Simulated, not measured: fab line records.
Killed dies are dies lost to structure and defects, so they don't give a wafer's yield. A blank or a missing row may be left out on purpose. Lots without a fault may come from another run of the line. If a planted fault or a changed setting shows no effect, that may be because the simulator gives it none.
Chamber matching / flow nand-harc / NHARC_A_M1_CMP_23 on cmp-01 has 4 sister chambers
The step polishes, t overpolish 20 s, target thk 154.34 nm. 4 wafers are shown with their chamber, then 11 later ones without.

== EACH WAFER AND ITS CHAMBER ==
wafer=L078.6; chamber=2; motor-current-A (A)=12.2
wafer=L089.3; chamber=0; motor-current-A (A)=12.2
wafer=L089.5; chamber=3; motor-current-A (A)=11.3
wafer=L089.1; chamber=1; motor-current-A (A)=10.9

== WAFERS MISSING THEIR CHAMBER ==
wafer=L089.2; motor-current-A (A)=12.1
wafer=L089.6; motor-current-A (A)=12.5
wafer=L096.1; motor-current-A (A)=11.9
wafer=L096.2; motor-current-A (A)=11.9
wafer=L096.4; motor-current-A (A)=11.6
wafer=L094.1; motor-current-A (A)=11.3
wafer=L094.4; motor-current-A (A)=12.2
wafer=L094.6; motor-current-A (A)=10.3
wafer=L094.2; motor-current-A (A)=12.2
wafer=L094.3; motor-current-A (A)=10.8
wafer=L094.5; motor-current-A (A)=11.7

== EACH ONE'S CHAMBER ==
wafer=L089.2; from the rows above=can't be placed: 0 or 2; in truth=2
wafer=L089.6; from the rows above=can't be placed: 0 or 2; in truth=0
wafer=L096.1; from the rows above=can't be placed: 0 or 2 or 3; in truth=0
wafer=L096.2; from the rows above=can't be placed: 0 or 2 or 3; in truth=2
wafer=L096.4; from the rows above=can't be placed: 3 or 0 or 2 or 1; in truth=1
wafer=L094.1; from the rows above=can't be placed: 3 or 1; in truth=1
wafer=L094.4; from the rows above=can't be placed: 0 or 2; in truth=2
wafer=L094.6; from the rows above=can't be placed: 1 or 3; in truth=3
wafer=L094.2; from the rows above=can't be placed: 0 or 2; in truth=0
wafer=L094.3; from the rows above=can't be placed: 1 or 3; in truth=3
wafer=L094.5; from the rows above=can't be placed: 3 or 0 or 2 or 1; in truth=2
0 of 11 placed correctly. From these rows, 11 cannot be placed; in 11 the true chamber is one of the candidates. Placed wrongly: 0.
How it was worked out, from the rows above alone: a wafer's distance from a chamber is the root of the sum, over the readings, of the square of ((its reading less the chamber's mean) divided by the reading's scatter). The wafer belongs to the nearest chamber; if the next one is less than 2 further off, it can't be placed. Each chamber's mean is taken over the wafers shown for it. The scatter: root of mean squared gap, hidden wafer to nearest shown wafer, with one shown wafer a chamber.
